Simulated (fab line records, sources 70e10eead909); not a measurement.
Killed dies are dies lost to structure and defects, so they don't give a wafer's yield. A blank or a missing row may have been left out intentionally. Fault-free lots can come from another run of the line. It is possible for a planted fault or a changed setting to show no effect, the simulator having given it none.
Struck lot and sound lot, side by side :: flow nand harc :: 14 steps out of a route of 1302
Sound: these wafers, L463.1, L463.4, L463.5. Wafers L473.2, L473.4, L473.6 were the ones struck. The cause comes at the end.
At each step with rows: each side's tool, then ch and its chambers, then its first start. Under that, the readings that differ: sound wafers :: struck wafers :: difference of the means :: sigmas: that difference in standard deviations of wafers without a fault.
alike: readings whose means differ by less than 2 such deviations, and words and numbers that are the same on both sides. not compared: withheld readings, readings that some wafer has no value for, bounds like >300 that may hide the same value, and numbers for which the record gives no deviation and whose values overlap.
Wherever a step has rows on one side only, a row that says differs or no value, or a row with sigmas, the two part there. Non-overlapping numbers with no deviation appear without sigmas and do not part them. Lack of a reading on every wafer of one side parts them only where that side has two or more wafers.

first, 1 step without rows for these wafers: NHARC_A_M1_PRE_CLEAN_30 (time 30 s).
NHARC_A_M1_PVD_20: deposits TaN, target thk 5 nm, time 8.06 s.
  sound on pvd sputter-02; struck on pvd sputter-02
  alike: bias v, cathode dc power W, chamber pressure pa, throttle valve pct
NHARC_A_M1_PVD_21: deposits Cu, target thk 30 nm, time 20.49 s.
  sound on pvd sputter-02; struck on pvd sputter-02
  alike: cathode dc power W, chamber pressure pa, throttle valve pct
then, 2 steps without rows for these wafers: NHARC_A_M1_ECD_22 (material Cu, target thk 400 nm); NHARC_A_M1_ANNEAL_31 (time 90 s).
NHARC_A_M1_CMP_23: polishes, t overpolish 20 s, target thk 154.34 nm.
  sound on cmp-03 ch 0,3, day 25 01:24; struck on cmp-03 ch 0,3, day 28 08:20
  alike: motor current A, slurry filter dp kPa, time to endpoint s
NHARC_A_M1_THK_MEAS_24: measures by xrf.
  sound on film metro-01 at day 25 01:41; struck on film metro-02 at day 28 08:38
  alike: thk nm
after that, 1 step had no rows for these wafers: NHARC_A_M1_SRD_25.
NHARC_A_M1_INSPECT_27:
  sound on defect inspect-02 at day 25 01:51; struck on defect inspect-02 at day 28 08:48
  alike: raw defect count
NHARC_A_M1_PRE_CLEAN_32: time 12 s.
  sound on pecvd-03 ch 1,2, day 25 01:55; struck on pecvd-03 ch 0,1, day 28 08:52
  alike: heater power w
then, 1 step without rows for these wafers: NHARC_A_M1_DEP_33 (deposits SiCN, target thk 30 nm).
NHARC_A_BONDPAD_DEP_00: deposits SiCN, target thk 250 nm.
  sound on pecvd-01 ch 0,1, day 25 02:35; struck on pecvd-01 ch 1,2, day 28 09:33
  no value came back on the struck wafers for chamber pressure Torr (Torr), heater power outer w (W), heater power w (W); on the sound wafers chamber pressure Torr (Torr) reads 2.996 2.994 3.006
NHARC_A_BONDPAD_CMP_29: polishes SiCN, target thk 200 nm.
  sound on cmp-02 ch 1,2,3, day 25 02:57; struck on cmp-01 ch 0,1,2, day 28 09:55
  alike: motor current A, slurry filter dp kPa
NHARC_END_SORT_01:
  the record has rows for the sound wafers here (prober-01 ch 0, day 26 12:16) and none for the struck ones

## WHERE THEY PART
At NHARC_A_BONDPAD_DEP_00 first; at NHARC_END_SORT_01 last (within this record only).

WHY: what the simulator had put in
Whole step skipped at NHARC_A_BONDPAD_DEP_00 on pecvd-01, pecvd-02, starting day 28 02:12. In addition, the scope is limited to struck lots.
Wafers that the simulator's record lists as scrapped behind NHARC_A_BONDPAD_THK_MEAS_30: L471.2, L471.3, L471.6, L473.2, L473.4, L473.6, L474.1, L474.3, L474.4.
